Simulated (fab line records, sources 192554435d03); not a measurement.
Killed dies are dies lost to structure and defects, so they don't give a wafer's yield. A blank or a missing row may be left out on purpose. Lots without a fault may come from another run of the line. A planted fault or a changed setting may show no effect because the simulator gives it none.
Split-lot experiment | flow n5_finfet | 7 lots, 21 wafers read, on a route of 1938 steps

THE SPLIT
At N5_BEOL_M5_COAT_05 (resist thk 30 nm), the setting spin_rpm was moved away from the recipe's 1500 rpm on 8 of the 21 wafers read, by -8.7% to +6.4%. The other wafers ran this setting at the recipe's value.

FROM THE SPLIT TO THE READING: what the file shows between them, 4 steps
- N5_BEOL_M5_EBR_07
- N5_BEOL_M5_SOFTBAKE_06: time 60 s
- N5_BEOL_M5_EXPOSE_08: exposes mask M5, target cd 28 nm
- N5_BEOL_M5_PEB_09: peb time 60 s

THE READING
CAR-EUV_of_BEOL_M5_COAT_05.thk_nm (the simulator's own value, which no gauge read), in nm, at N5_BEOL_M5_DEVELOP_10 (develop time 30 s). The file gives no usual value for it. The 13 wafers here that ran the recipe average 29.5 nm, standard deviation 0.1 nm.

wafer  | tool, chamber at the split | spin_rpm as run, rpm | against the recipe | CAR-EUV_of_BEOL_M5_COAT_05.thk_nm, nm | against lot-mates on the recipe
L080.1 | litho_track-05, 0          | 1575                 | +5.0%              | 28.8                                  | -0.6
L080.5 | litho_track-05, 0          | 1575                 | +5.0%              | 28.6                                  | -0.8
L080.6 | litho_track-05, 0          | 1500                 | recipe             | 29.4                                  | -
L078.3 | litho_track-01, 0          | 1500                 | recipe             | 29.4                                  | -
L078.4 | litho_track-01, 0          | 1500                 | recipe             | 29.4                                  | -
L078.6 | litho_track-01, 0          | 1596                 | +6.4%              | 28.4                                  | -1.0
L085.1 | litho_track-05, 0          | 1500                 | recipe             | 29.6                                  | -
L085.4 | litho_track-05, 0          | 1500                 | recipe             | 29.4                                  | -
L085.5 | litho_track-05, 0          | 1500                 | recipe             | 29.4                                  | -
L086.3 | litho_track-05, 0          | 1370                 | -8.7%              | 30.8                                  | +1.4
L086.5 | litho_track-05, 0          | 1370                 | -8.7%              | 30.8                                  | +1.4
L086.6 | litho_track-05, 0          | 1500                 | recipe             | 29.4                                  | -
L091.2 | litho_track-01, 0          | 1500                 | recipe             | 29.6                                  | -
L091.3 | litho_track-01, 0          | 1500                 | recipe             | 29.6                                  | -
L091.5 | litho_track-01, 0          | 1546                 | +3.1%              | 29.2                                  | -0.4
L094.3 | litho_track-05, 0          | 1406                 | -6.3%              | 30.4                                  | +0.8
L094.5 | litho_track-05, 0          | 1406                 | -6.3%              | 30.4                                  | +0.8
L094.6 | litho_track-05, 0          | 1500                 | recipe             | 29.6                                  | -
L095.3 | litho_track-04, 0          | 1500                 | recipe             | 29.6                                  | -
L095.4 | litho_track-04, 0          | 1500                 | recipe             | 29.6                                  | -
L095.6 | litho_track-04, 0          | 1500                 | recipe             | 29.6                                  | -

THE FIT
A straight line over all 21 wafers: CAR-EUV_of_BEOL_M5_COAT_05.thk_nm changes by -0.151 nm for each +1% of spin_rpm; r = -0.99; the points scatter about the line by 0.1 nm.
The same after taking each lot's own level away (the mean of its wafers on the recipe; 21 wafers): -0.149 nm for each +1%; r = -0.99; scatter 0.078 nm.
On that fit, the largest move of spin_rpm shifts the reading by 1.3 nm.
The lots' own levels span 29.40 to 29.60 nm, that is 2.0 times the standard deviation above.
So the lot-to-lot level changes the slope little: the two slopes agree.
Check: with one of the wafers moved furthest among these (-8.7%) left out of the fit, the line predicts +1.25 nm for it against its lot-mates. It came out at +1.4 nm against them.

OTHER SPLITS ON THESE WAFERS
These wafers also went through other splits before the reading. Each is held against what the fit with the lots' levels taken away leaves over:
other split on the same wafers   | wafers away from the commonest value | r with CAR-EUV_of_BEOL_M5_COAT_05.thk_nm (lot level and that fit taken away)
N5_BEOL_M0_SAQP_ETCH_88 source_w | 3                                    | -0.36
N5_BEOL_M1_PECVD_72 time_s       | 9                                    | -0.37
N5_BEOL_M3_EXPOSE_25 dose_mj     | 7                                    | -0.09
N5_BEOL_M3_ETCH_70 time_s        | 4                                    | +0.08

THE WHOLE CHAIN: every reading that the file lists as answering this split, in the file's order
step                  | what it does      | reading                                                                            | change (the file's fit)               | r (the file's)
N5_BEOL_M5_COAT_05    | resist thk 30 nm  | CAR-EUV_of_BEOL_M5_COAT_05.thk_nm (the simulator's own value, which no gauge read) | -0.141 nm for each +1% of the setting | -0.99
N5_BEOL_M5_DEVELOP_10 | develop time 30 s | CAR-EUV_of_BEOL_M5_COAT_05.thk_nm (the simulator's own value, which no gauge read) | -0.149 nm for each +1% of the setting | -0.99

THE FILE'S OWN FIT
CAR-EUV_of_BEOL_M5_COAT_05.thk_nm changes by -0.149 nm for each +1% of spin_rpm, r = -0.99.
